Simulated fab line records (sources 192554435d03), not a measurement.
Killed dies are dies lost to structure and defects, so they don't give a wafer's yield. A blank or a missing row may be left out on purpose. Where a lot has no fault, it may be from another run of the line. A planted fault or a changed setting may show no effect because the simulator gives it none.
Which tool was responsible? || flow n5_finfet || 10 lots with 27 wafers sampled at 5 steps, on a route of 1938 steps

== WHAT THE GAUGES READ, wafer by wafer ==
N5_BEOL_M2_CD_MEAS_18: pitch 36 nm, target cd 18 nm. Usual: cd_nm reads 18.1 nm (standard deviation 0.45).
{"lot": "L871", "measured": "day 6 23:57", "on": "cd_sem-03", "cd_nm (nm)": "17.7 17.3 18.1", "flag": ""}
{"lot": "L872", "measured": "day 7 01:30", "on": "cd_sem-02", "cd_nm (nm)": "18.4 17.6 18.5", "flag": ""}
{"lot": "L876", "measured": "day 8 10:31", "on": "cd_sem-02", "cd_nm (nm)": "18.2 17.7 17.9", "flag": ""}
{"lot": "L879", "measured": "day 8 18:56", "on": "cd_sem-03", "cd_nm (nm)": "17.7 18.7", "flag": ""}
{"lot": "L881", "measured": "day 9 18:30", "on": "cd_sem-02", "cd_nm (nm)": "18.0 18.8", "flag": ""}
{"lot": "L882", "measured": "day 10 09:48", "on": "cd_sem-03", "cd_nm (nm)": "17.8 18.1 17.4", "flag": ""}
{"lot": "L886", "measured": "day 10 16:41", "on": "cd_sem-03", "cd_nm (nm)": "17.6 18.3", "flag": ""}
{"lot": "L887", "measured": "day 10 21:23", "on": "cd_sem-01", "cd_nm (nm)": "17.9 18.7 18.4", "flag": ""}
{"lot": "L888", "measured": "day 11 04:53", "on": "cd_sem-03", "cd_nm (nm)": "18.2 18.2 18.0", "flag": ""}
{"lot": "L891", "measured": "day 11 16:26", "on": "cd_sem-01", "cd_nm (nm)": "18.3 18.6 18.5", "flag": ""}

N5_BEOL_M4_RC_MEAS_101. Usual: DIBL_N 36.2 mV/V, standard deviation 2; DIBL_P 36.1 mV/V, standard deviation 2.4; IOFF_N 0.16 nA/um, standard deviation 0.035; IOFF_P 0.22 nA/um, standard deviation 0.041; ION_N 675 uA/um, standard deviation 14; ION_P 465 uA/um, standard deviation 8.6; SS_N 71.5 mV/dec, standard deviation 0.64; SS_P 73.2 mV/dec, standard deviation 0.76; VT_N 250 mV, standard deviation 3.9; VT_P -249 mV, standard deviation 3.4.
{"lot": "L871", "measured": "day 8 23:46", "on": "prober-01", "DIBL_N (mV/V)": "34.7 35.5 35.6", "DIBL_P (mV/V)": "37.9 37.3 38.7", "IOFF_N (nA/um)": "0.14 0.15 0.15", "IOFF_P (nA/um)": "0.24 0.23 0.26", "ION_N (uA/um)": "670 667 663", "ION_P (uA/um)": "471 460 470", "SS_N (mV/dec)": "70.7 71.5 71.1", "SS_P (mV/dec)": "73.3 73.1 74.4", "VT_N (mV)": "253 252 251", "VT_P (mV)": "-247 -249 -245", "flag": ""}
{"lot": "L872", "measured": "day 8 09:48", "on": "prober-01", "DIBL_N (mV/V)": "36.6 35.3 35.0", "DIBL_P (mV/V)": "36.9 34.8 34.3", "IOFF_N (nA/um)": "0.16 0.14 0.13", "IOFF_P (nA/um)": "0.21 0.18 0.19", "ION_N (uA/um)": "677 687 670", "ION_P (uA/um)": "460 471 463", "SS_N (mV/dec)": "71.8 70.9 71.4", "SS_P (mV/dec)": "72.8 72.4 72.1", "VT_N (mV)": "248 249 249", "VT_P (mV)": "-249 -251 -249", "flag": ""}
{"lot": "L876", "measured": "day 9 14:08", "on": "prober-01", "DIBL_N (mV/V)": "34.8 35.7 35.7", "DIBL_P (mV/V)": "34.5 36.2 36.0", "IOFF_N (nA/um)": "0.13 0.16 0.16", "IOFF_P (nA/um)": "0.20 0.22 0.23", "ION_N (uA/um)": "665 680 675", "ION_P (uA/um)": "456 470 476", "SS_N (mV/dec)": "71.7 71.5 71.6", "SS_P (mV/dec)": "72.6 73.6 72.8", "VT_N (mV)": "248 248 249", "VT_P (mV)": "-251 -246 -249", "flag": ""}
{"lot": "L879", "measured": "day 10 09:11", "on": "prober-02", "DIBL_N (mV/V)": "38.0 37.2", "DIBL_P (mV/V)": "38.3 37.9", "IOFF_N (nA/um)": "0.20 0.18", "IOFF_P (nA/um)": "0.25 0.25", "ION_N (uA/um)": "684 673", "ION_P (uA/um)": "474 469", "SS_N (mV/dec)": "70.9 71.1", "SS_P (mV/dec)": "73.9 73.4", "VT_N (mV)": "243 245", "VT_P (mV)": "-247 -247", "flag": ""}
{"lot": "L881", "measured": "day 11 05:43", "on": "prober-01", "DIBL_N (mV/V)": "35.1 32.3", "DIBL_P (mV/V)": "34.7 31.9", "IOFF_N (nA/um)": "0.14 0.10", "IOFF_P (nA/um)": "0.23 0.18", "ION_N (uA/um)": "664 664", "ION_P (uA/um)": "467 468", "SS_N (mV/dec)": "71.1 70.6", "SS_P (mV/dec)": "73.7 70.9", "VT_N (mV)": "249 255", "VT_P (mV)": "-247 -249", "flag": ""}
{"lot": "L882", "measured": "day 11 16:47", "on": "prober-02", "DIBL_N (mV/V)": "34.5 37.8 36.8", "DIBL_P (mV/V)": "37.1 40.2 39.5", "IOFF_N (nA/um)": "0.17 0.21 0.19", "IOFF_P (nA/um)": "0.26 0.30 0.29", "ION_N (uA/um)": "700 692 701", "ION_P (uA/um)": "483 479 482", "SS_N (mV/dec)": "71.5 72.4 71.1", "SS_P (mV/dec)": "73.2 73.9 73.4", "VT_N (mV)": "245 248 248", "VT_P (mV)": "-246 -243 -244", "flag": ""}
{"lot": "L886", "measured": "day 12 00:33", "on": "prober-01", "DIBL_N (mV/V)": "36.6 33.0", "DIBL_P (mV/V)": "37.2 31.7", "IOFF_N (nA/um)": "0.16 0.10", "IOFF_P (nA/um)": "0.23 0.16", "ION_N (uA/um)": "677 653", "ION_P (uA/um)": "472 453", "SS_N (mV/dec)": "71.4 71.0", "SS_P (mV/dec)": "72.4 71.6", "VT_N (mV)": "249 255", "VT_P (mV)": "-246 -251", "flag": ""}
{"lot": "L887", "measured": "day 12 08:17", "on": "prober-02", "DIBL_N (mV/V)": "34.9 38.7 40.8", "DIBL_P (mV/V)": "33.2 37.5 40.7", "IOFF_N (nA/um)": "0.13 0.19 0.24", "IOFF_P (nA/um)": "0.18 0.24 0.28", "ION_N (uA/um)": "677 674 703", "ION_P (uA/um)": "466 463 472", "SS_N (mV/dec)": "70.9 72.2 72.0", "SS_P (mV/dec)": "72.7 74.4 74.0", "VT_N (mV)": "251 248 243", "VT_P (mV)": "-251 -247 -247", "flag": ""}
{"lot": "L888", "measured": "day 12 08:16", "on": "prober-01", "DIBL_N (mV/V)": "37.2 36.1 37.1", "DIBL_P (mV/V)": "38.9 38.3 38.6", "IOFF_N (nA/um)": "0.16 0.16 0.17", "IOFF_P (nA/um)": "0.20 0.20 0.21", "ION_N (uA/um)": "670 680 685", "ION_P (uA/um)": "458 470 465", "SS_N (mV/dec)": "71.8 71.5 72.0", "SS_P (mV/dec)": "73.8 73.7 73.9", "VT_N (mV)": "249 249 251", "VT_P (mV)": "-255 -251 -250", "flag": ""}
{"lot": "L891", "measured": "day 13 07:56", "on": "prober-02", "DIBL_N (mV/V)": "35.1 39.0 39.5", "DIBL_P (mV/V)": "34.5 38.9 40.1", "IOFF_N (nA/um)": "0.12 0.17 0.18", "IOFF_P (nA/um)": "0.15 0.20 0.21", "ION_N (uA/um)": "673 664 679", "ION_P (uA/um)": "450 453 456", "SS_N (mV/dec)": "70.5 72.7 72.6", "SS_P (mV/dec)": "73.3 74.4 73.8", "VT_N (mV)": "255 254 256", "VT_P (mV)": "-255 -252 -253", "flag": ""}

== WHICH TOOL RAN EACH LOT (tool, then ch and the chambers of the sampled wafers, then the start) ==
{"lot": "L871", "N5_BEOL_M2_ILD_DEP_00": "pecvd-02 ch 1,2, day 6 21:34", "N5_BEOL_M2_ETCH_69": "rie_diel-03 ch 0,2,3, day 7 00:50", "N5_BEOL_M2_ETCHBACK_99": "rie_diel-01 ch 0,1,3, day 7 01:35"}
{"lot": "L872", "N5_BEOL_M2_ILD_DEP_00": "pecvd-04 ch 0,1, day 6 23:56", "N5_BEOL_M2_ETCH_69": "rie_diel-03 ch 1,2, day 7 02:05", "N5_BEOL_M2_ETCHBACK_99": "rie_diel-03 ch 1,2,3, day 7 05:31"}
{"lot": "L876", "N5_BEOL_M2_ILD_DEP_00": "pecvd-01 ch 0,1,2, day 8 08:41", "N5_BEOL_M2_ETCH_69": "rie_diel-03 ch 2,3, day 8 11:11", "N5_BEOL_M2_ETCHBACK_99": "rie_diel-01 ch 0,2, day 8 12:45"}
{"lot": "L879", "N5_BEOL_M2_ILD_DEP_00": "pecvd-02 ch 2, day 8 15:56", "N5_BEOL_M2_ETCH_69": "rie_diel-03 ch 0,2, day 8 19:35", "N5_BEOL_M2_ETCHBACK_99": "rie_diel-03 ch 1, day 8 23:49"}
{"lot": "L881", "N5_BEOL_M2_ILD_DEP_00": "pecvd-01 ch 1, day 9 17:23", "N5_BEOL_M2_ETCH_69": "rie_diel-03 ch 1,2, day 9 19:07", "N5_BEOL_M2_ETCHBACK_99": "rie_diel-04 ch 0,2, day 9 19:24"}
{"lot": "L882", "N5_BEOL_M2_ILD_DEP_00": "pecvd-01 ch 0,1, day 10 06:21", "N5_BEOL_M2_ETCH_69": "rie_diel-01 ch 1,3, day 10 10:25", "N5_BEOL_M2_ETCHBACK_99": "rie_diel-04 ch 0,1,2, day 10 10:37"}
{"lot": "L886", "N5_BEOL_M2_ILD_DEP_00": "pecvd-02 ch 0, day 10 14:41", "N5_BEOL_M2_ETCH_69": "rie_diel-01 ch 1,2, day 10 17:24", "N5_BEOL_M2_ETCHBACK_99": "rie_diel-01 ch 0,3, day 10 22:43"}
{"lot": "L887", "N5_BEOL_M2_ILD_DEP_00": "pecvd-04 ch 0,2, day 10 19:29", "N5_BEOL_M2_ETCH_69": "rie_diel-04 ch 0,2, day 10 21:53", "N5_BEOL_M2_ETCHBACK_99": "rie_diel-03 ch 0,2, day 11 04:05"}
{"lot": "L888", "N5_BEOL_M2_ILD_DEP_00": "pecvd-02 ch 0,1,2, day 11 02:55", "N5_BEOL_M2_ETCH_69": "rie_diel-01 ch 1,2,3, day 11 05:27", "N5_BEOL_M2_ETCHBACK_99": "rie_diel-01 ch 1,2,3, day 11 07:12"}
{"lot": "L891", "N5_BEOL_M2_ILD_DEP_00": "pecvd-01 ch 0,2, day 11 14:29", "N5_BEOL_M2_ETCH_69": "rie_diel-04 ch 1,2, day 11 16:57", "N5_BEOL_M2_ETCHBACK_99": "rie_diel-03 ch 0,3, day 11 22:38"}
- N5_BEOL_M2_ILD_DEP_00: deposits SiOC from DEMS/O2, target thk 79 nm, time 15.3 s.
- N5_BEOL_M2_ETCH_69: etches SiARC in CF4, target depth 15.6 nm, time 26 s.
- N5_BEOL_M2_ETCHBACK_99: etches SiO2 in CHF3, target depth 5 nm, time 10.4 s.

== WHAT THE TOOLS THEMSELVES READ (means of the sampled wafers that have a number; where no wafer has one, the mark that the record gives instead) ==
N5_BEOL_M2_ILD_DEP_00. Usual: heater_power_w 477 W, standard deviation 58; rf_fwd_power_W 494.3 W, standard deviation 1.9; showerhead_plenum_p_Torr 5.684 Torr, standard deviation 0.019; throttle_valve_pct 12.0 %, standard deviation 0.64.
{"lot": "L871", "tool": "pecvd-02", "heater_power_w (W)": 486, "rf_fwd_power_W (W)": 494.1, "showerhead_plenum_p_Torr (Torr)": 5.665, "throttle_valve_pct (%)": 11.4, "flag": ""}
{"lot": "L872", "tool": "pecvd-04", "heater_power_w (W)": 479, "rf_fwd_power_W (W)": 495.0, "showerhead_plenum_p_Torr (Torr)": 5.700, "throttle_valve_pct (%)": 12.6, "flag": ""}
{"lot": "L876", "tool": "pecvd-01", "heater_power_w (W)": 512, "rf_fwd_power_W (W)": 494.9, "showerhead_plenum_p_Torr (Torr)": 5.678, "throttle_valve_pct (%)": 12.1, "flag": ""}
{"lot": "L879", "tool": "pecvd-02", "heater_power_w (W)": 487, "rf_fwd_power_W (W)": 496.5, "showerhead_plenum_p_Torr (Torr)": 5.666, "throttle_valve_pct (%)": 11.4, "flag": ""}
{"lot": "L881", "tool": "pecvd-01", "heater_power_w (W)": 490, "rf_fwd_power_W (W)": 491.4, "showerhead_plenum_p_Torr (Torr)": 5.688, "throttle_valve_pct (%)": 12.2, "flag": ""}
{"lot": "L882", "tool": "pecvd-01", "heater_power_w (W)": 462, "rf_fwd_power_W (W)": 494.6, "showerhead_plenum_p_Torr (Torr)": 5.687, "throttle_valve_pct (%)": 11.7, "flag": ""}
{"lot": "L886", "tool": "pecvd-02", "heater_power_w (W)": 481, "rf_fwd_power_W (W)": 494.2, "showerhead_plenum_p_Torr (Torr)": 5.700, "throttle_valve_pct (%)": 12.8, "flag": ""}
{"lot": "L887", "tool": "pecvd-04", "heater_power_w (W)": 385, "rf_fwd_power_W (W)": 493.4, "showerhead_plenum_p_Torr (Torr)": 5.675, "throttle_valve_pct (%)": 12.2, "flag": ""}
{"lot": "L888", "tool": "pecvd-02", "heater_power_w (W)": 516, "rf_fwd_power_W (W)": 494.3, "showerhead_plenum_p_Torr (Torr)": 5.683, "throttle_valve_pct (%)": 12.0, "flag": ""}
{"lot": "L891", "tool": "pecvd-01", "heater_power_w (W)": 519, "rf_fwd_power_W (W)": 494.5, "showerhead_plenum_p_Torr (Torr)": 5.687, "throttle_valve_pct (%)": 11.3, "flag": ""}

N5_BEOL_M2_ETCH_69. Usual: drypump_motor_current_A 5.6 A, standard deviation 0.39; etch_rf_on_time_s 25.7 s, standard deviation 0.6; oes_product_au 0.68 a.u., standard deviation 0.08; rf_fwd_power_W 532.7 W, standard deviation 2.1; rf_vpp_V 184.0 V, standard deviation 1.1; showerhead_plenum_p_Torr 2.13 Torr, standard deviation 0.052; throttle_valve_pct 15.5 %, standard deviation 0.3.
{"lot": "L871", "tool": "rie_diel-03", "drypump_motor_current_A (A)": 5.8, "etch_rf_on_time_s (s)": 25.7, "oes_product_au (a.u.)": 0.67, "rf_fwd_power_W (W)": 532.1, "rf_vpp_V (V)": 184.7, "showerhead_plenum_p_Torr (Torr)": 2.14, "throttle_valve_pct (%)": 15.6, "flag": ""}
{"lot": "L872", "tool": "rie_diel-03", "drypump_motor_current_A (A)": 5.4, "etch_rf_on_time_s (s)": 25.1, "oes_product_au (a.u.)": 0.81, "rf_fwd_power_W (W)": 531.2, "rf_vpp_V (V)": 184.7, "showerhead_plenum_p_Torr (Torr)": 2.17, "throttle_valve_pct (%)": 15.1, "flag": ""}
{"lot": "L876", "tool": "rie_diel-03", "drypump_motor_current_A (A)": 5.5, "etch_rf_on_time_s (s)": 26.0, "oes_product_au (a.u.)": 0.64, "rf_fwd_power_W (W)": 532.0, "rf_vpp_V (V)": 183.8, "showerhead_plenum_p_Torr (Torr)": 2.12, "throttle_valve_pct (%)": 15.7, "flag": ""}
{"lot": "L879", "tool": "rie_diel-03", "drypump_motor_current_A (A)": 6.0, "etch_rf_on_time_s (s)": 15.2, "oes_product_au (a.u.)": 0.97, "rf_fwd_power_W (W)": 530.7, "rf_vpp_V (V)": 184.8, "showerhead_plenum_p_Torr (Torr)": 2.16, "throttle_valve_pct (%)": 15.5, "flag": "OFF"}
{"lot": "L881", "tool": "rie_diel-03", "drypump_motor_current_A (A)": 5.3, "etch_rf_on_time_s (s)": 19.8, "oes_product_au (a.u.)": 0.94, "rf_fwd_power_W (W)": 531.2, "rf_vpp_V (V)": 184.7, "showerhead_plenum_p_Torr (Torr)": 2.17, "throttle_valve_pct (%)": 15.2, "flag": "OFF"}
{"lot": "L882", "tool": "rie_diel-01", "drypump_motor_current_A (A)": 5.4, "etch_rf_on_time_s (s)": 26.0, "oes_product_au (a.u.)": 0.63, "rf_fwd_power_W (W)": 533.8, "rf_vpp_V (V)": 184.7, "showerhead_plenum_p_Torr (Torr)": 2.20, "throttle_valve_pct (%)": 15.5, "flag": ""}
{"lot": "L886", "tool": "rie_diel-01", "drypump_motor_current_A (A)": 5.8, "etch_rf_on_time_s (s)": 25.7, "oes_product_au (a.u.)": 0.73, "rf_fwd_power_W (W)": 531.6, "rf_vpp_V (V)": 184.3, "showerhead_plenum_p_Torr (Torr)": 2.15, "throttle_valve_pct (%)": 15.3, "flag": ""}
{"lot": "L887", "tool": "rie_diel-04", "drypump_motor_current_A (A)": 5.9, "etch_rf_on_time_s (s)": 25.8, "oes_product_au (a.u.)": 0.63, "rf_fwd_power_W (W)": 532.9, "rf_vpp_V (V)": 183.9, "showerhead_plenum_p_Torr (Torr)": 2.09, "throttle_valve_pct (%)": 15.6, "flag": ""}
{"lot": "L888", "tool": "rie_diel-01", "drypump_motor_current_A (A)": 5.7, "etch_rf_on_time_s (s)": 25.7, "oes_product_au (a.u.)": 0.69, "rf_fwd_power_W (W)": 532.8, "rf_vpp_V (V)": 183.8, "showerhead_plenum_p_Torr (Torr)": 2.16, "throttle_valve_pct (%)": 15.4, "flag": ""}
{"lot": "L891", "tool": "rie_diel-04", "drypump_motor_current_A (A)": 5.4, "etch_rf_on_time_s (s)": 25.6, "oes_product_au (a.u.)": 0.72, "rf_fwd_power_W (W)": 533.4, "rf_vpp_V (V)": 183.7, "showerhead_plenum_p_Torr (Torr)": 2.07, "throttle_valve_pct (%)": 15.4, "flag": ""}

N5_BEOL_M2_ETCHBACK_99. Usual: drypump_motor_current_A 5.6 A, standard deviation 0.38; oes_product_au 0.80 a.u., standard deviation 0.09; rf_fwd_power_W 212.7 W, standard deviation 0.91; rf_vpp_V 237 V, standard deviation 5; showerhead_plenum_p_Torr 2.14 Torr, standard deviation 0.061; throttle_valve_pct 16.96 %, standard deviation 0.27.
{"lot": "L871", "tool": "rie_diel-01", "drypump_motor_current_A (A)": 5.6, "oes_product_au (a.u.)": 0.77, "rf_fwd_power_W (W)": 212.5, "rf_vpp_V (V)": 239, "showerhead_plenum_p_Torr (Torr)": 2.16, "throttle_valve_pct (%)": 16.94, "flag": ""}
{"lot": "L872", "tool": "rie_diel-03", "drypump_motor_current_A (A)": 5.4, "oes_product_au (a.u.)": 0.86, "rf_fwd_power_W (W)": 212.3, "rf_vpp_V (V)": 236, "showerhead_plenum_p_Torr (Torr)": 2.16, "throttle_valve_pct (%)": 16.89, "flag": ""}
{"lot": "L876", "tool": "rie_diel-01", "drypump_motor_current_A (A)": 5.9, "oes_product_au (a.u.)": 0.89, "rf_fwd_power_W (W)": 212.6, "rf_vpp_V (V)": 237, "showerhead_plenum_p_Torr (Torr)": 2.10, "throttle_valve_pct (%)": 16.94, "flag": ""}
{"lot": "L879", "tool": "rie_diel-03", "drypump_motor_current_A (A)": 5.1, "oes_product_au (a.u.)": 0.90, "rf_fwd_power_W (W)": 212.9, "rf_vpp_V (V)": 226, "showerhead_plenum_p_Torr (Torr)": 2.20, "throttle_valve_pct (%)": 16.91, "flag": ""}
{"lot": "L881", "tool": "rie_diel-04", "drypump_motor_current_A (A)": 5.8, "oes_product_au (a.u.)": 0.77, "rf_fwd_power_W (W)": 212.4, "rf_vpp_V (V)": 242, "showerhead_plenum_p_Torr (Torr)": 2.09, "throttle_valve_pct (%)": 16.93, "flag": ""}
{"lot": "L882", "tool": "rie_diel-04", "drypump_motor_current_A (A)": 5.6, "oes_product_au (a.u.)": 0.79, "rf_fwd_power_W (W)": 212.5, "rf_vpp_V (V)": 240, "showerhead_plenum_p_Torr (Torr)": 2.09, "throttle_valve_pct (%)": 16.91, "flag": ""}
{"lot": "L886", "tool": "rie_diel-01", "drypump_motor_current_A (A)": 5.5, "oes_product_au (a.u.)": 0.71, "rf_fwd_power_W (W)": 211.9, "rf_vpp_V (V)": 240, "showerhead_plenum_p_Torr (Torr)": 2.13, "throttle_valve_pct (%)": 17.14, "flag": ""}
{"lot": "L887", "tool": "rie_diel-03", "drypump_motor_current_A (A)": 6.1, "oes_product_au (a.u.)": 0.76, "rf_fwd_power_W (W)": 212.9, "rf_vpp_V (V)": 236, "showerhead_plenum_p_Torr (Torr)": 2.15, "throttle_valve_pct (%)": 17.05, "flag": ""}
{"lot": "L888", "tool": "rie_diel-01", "drypump_motor_current_A (A)": 5.7, "oes_product_au (a.u.)": 0.79, "rf_fwd_power_W (W)": 213.2, "rf_vpp_V (V)": 235, "showerhead_plenum_p_Torr (Torr)": 2.19, "throttle_valve_pct (%)": 16.95, "flag": ""}
{"lot": "L891", "tool": "rie_diel-03", "drypump_motor_current_A (A)": 6.1, "oes_product_au (a.u.)": 0.79, "rf_fwd_power_W (W)": 212.0, "rf_vpp_V (V)": 233, "showerhead_plenum_p_Torr (Torr)": 2.12, "throttle_valve_pct (%)": 17.22, "flag": ""}

== THE ANSWER, worked out from the rows above alone ==
Rule: a lot counts as off when the mean over its wafers that have a number is more than 3 standard deviations away from the usual mean. A lot without any number at a reading at which 4 lots or more have one is off too. Any other lot the step has rows for is counted as sound. First the gauges in route order, then the tools' own readings, where a lot's mean is used as printed above. At the first step where some lot is off, the reading lying furthest off is the one used; lots without a number count as furthest.
Off: L879, L881, at N5_BEOL_M2_ETCH_69 (etch_rf_on_time_s).
If a tool, at that step or one of the process steps before it, ran each lot that is off and ran no sound lot following the first of them, it fits. One fits: N5_BEOL_M2_ETCH_69 on rie_diel-03. Its last sound lot is L876 (day 8 11:11), its first lot that is off L879 (day 8 19:35): a fault that began between those two fits.
On the lots that are off, the tool's own readings at N5_BEOL_M2_ETCH_69 differ by more than 5 times the standard deviation of the sound lots' means, which bears it out; etch_rf_on_time_s reads 17.5 s there versus 25.7 s on the sound lots.

== WHAT THE SIMULATOR PUT IN ==
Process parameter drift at N5_BEOL_M2_ETCH_69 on rie_diel-03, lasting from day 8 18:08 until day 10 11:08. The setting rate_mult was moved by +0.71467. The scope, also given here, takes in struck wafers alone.
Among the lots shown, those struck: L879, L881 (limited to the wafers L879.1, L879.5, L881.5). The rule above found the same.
